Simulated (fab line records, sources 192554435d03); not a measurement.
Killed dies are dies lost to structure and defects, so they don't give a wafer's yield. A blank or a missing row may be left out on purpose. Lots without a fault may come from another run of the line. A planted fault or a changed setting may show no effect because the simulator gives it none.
Chamber matching | flow n5_finfet | N5_BEOL_M0_SAQP_ILD_DEP_01 on pecvd-01: 3 sister chambers
The step deposits SiOC from DEMS/O2, target thk 45.419 nm, time 8.7 s. 22 wafers are shown with their chamber, then 11 later ones without.

WAFERS WITH THEIR CHAMBER
wafer  | chamber | showerhead_plenum_p_Torr (Torr) | throttle_valve_pct (%) | heater_power_w (W)
L074.3 | 2       | 5.678                           | 11.9                   | 542
L074.4 | 1       | 5.676                           | 11.4                   | 454
L074.5 | 0       | 5.711                           | 11.8                   | 474
L075.2 | 0       | 5.708                           | 11.9                   | 473
L075.3 | 2       | 5.665                           | 11.8                   | 455
L075.5 | 2       | 5.667                           | 11.6                   | 473
L076.3 | 1       | 5.671                           | 11.5                   | 412
L076.5 | 2       | 5.655                           | 11.5                   | 545
L076.6 | 0       | 5.726                           | 11.8                   | 416
L079.1 | 0       | 5.700                           | 12.0                   | 496
L079.2 | 1       | 5.684                           | 11.3                   | 500
L079.3 | 2       | 5.668                           | 11.6                   | 510
L081.2 | 2       | 5.655                           | 11.6                   | 471
L081.4 | 1       | 5.690                           | 11.5                   | 457
L081.5 | 2       | 5.680                           | 11.4                   | 456
L084.2 | 0       | 5.718                           | 11.8                   | 397
L084.3 | 2       | 5.668                           | 11.8                   | 507
L084.4 | 1       | 5.678                           | 11.6                   | 484
L086.4 | 2       | 5.677                           | 11.7                   | 529
L086.5 | 1       | 5.679                           | 11.2                   | 523
L086.6 | 0       | 5.686                           | 12.2                   | 433
L087.2 | 0       | 5.690                           | 12.0                   | 425

SIGNATURES (means of the wafers above)
reading                  | chamber 0 | chamber 1 | chamber 2 | scatter within a chamber
showerhead_plenum_p_Torr | 5.70557   | 5.67967   | 5.66811   | 0.0106
throttle_valve_pct       | 11.929    | 11.417    | 11.656    | 0.153
heater_power_w           | 444.86    | 471.67    | 498.67    | 36.9
Rule: a wafer's distance from a chamber is the root of the sum, over the readings, of the square of ((its reading less the chamber's mean) divided by the reading's scatter). The wafer belongs to the nearest chamber; if the next one is less than 2 further off, it can't be placed. The scatter: the root of (the sum of the squares of (reading less its chamber's mean) over the shown wafers, divided by (wafers less chambers)).

WAFERS WITHOUT THEIR CHAMBER
wafer  | showerhead_plenum_p_Torr (Torr) | throttle_valve_pct (%) | heater_power_w (W)
L087.3 | 5.677                           | 11.5                   | 489
L087.5 | 5.682                           | 11.6                   | 493
L088.2 | 5.722                           | 11.6                   | 393
L088.4 | 5.712                           | 11.9                   | 401
L088.6 | 5.672                           | 11.4                   | 430
L093.1 | 5.710                           | 11.7                   | 492
L093.2 | 5.672                           | 11.6                   | 490
L093.5 | 5.706                           | 12.0                   | 486
L096.2 | 5.680                           | 12.2                   | 504
L096.3 | 5.661                           | 11.7                   | 522
L096.6 | 5.661                           | 11.9                   | 511

WHICH CHAMBER EACH WENT THROUGH
wafer  | from the rows above          | in truth
L087.3 | can't be placed: 1 or 2      | 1
L087.5 | can't be placed: 1 or 2      | 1
L088.2 | can't be placed: 0 or 1      | 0
L088.4 | 0                            | 0
L088.6 | can't be placed: 1 or 2      | 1
L093.1 | can't be placed: 0 or 1 or 2 | 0
L093.2 | can't be placed: 2 or 1      | 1
L093.5 | 0                            | 0
L096.2 | can't be placed: 0 or 2 or 1 | 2
L096.3 | can't be placed: 2 or 1      | 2
L096.6 | 2                            | 2
Placed correctly: 3 of 11. Can't be placed from these rows: 8 (the true chamber is among the candidates in 8). Placed wrongly: 0.
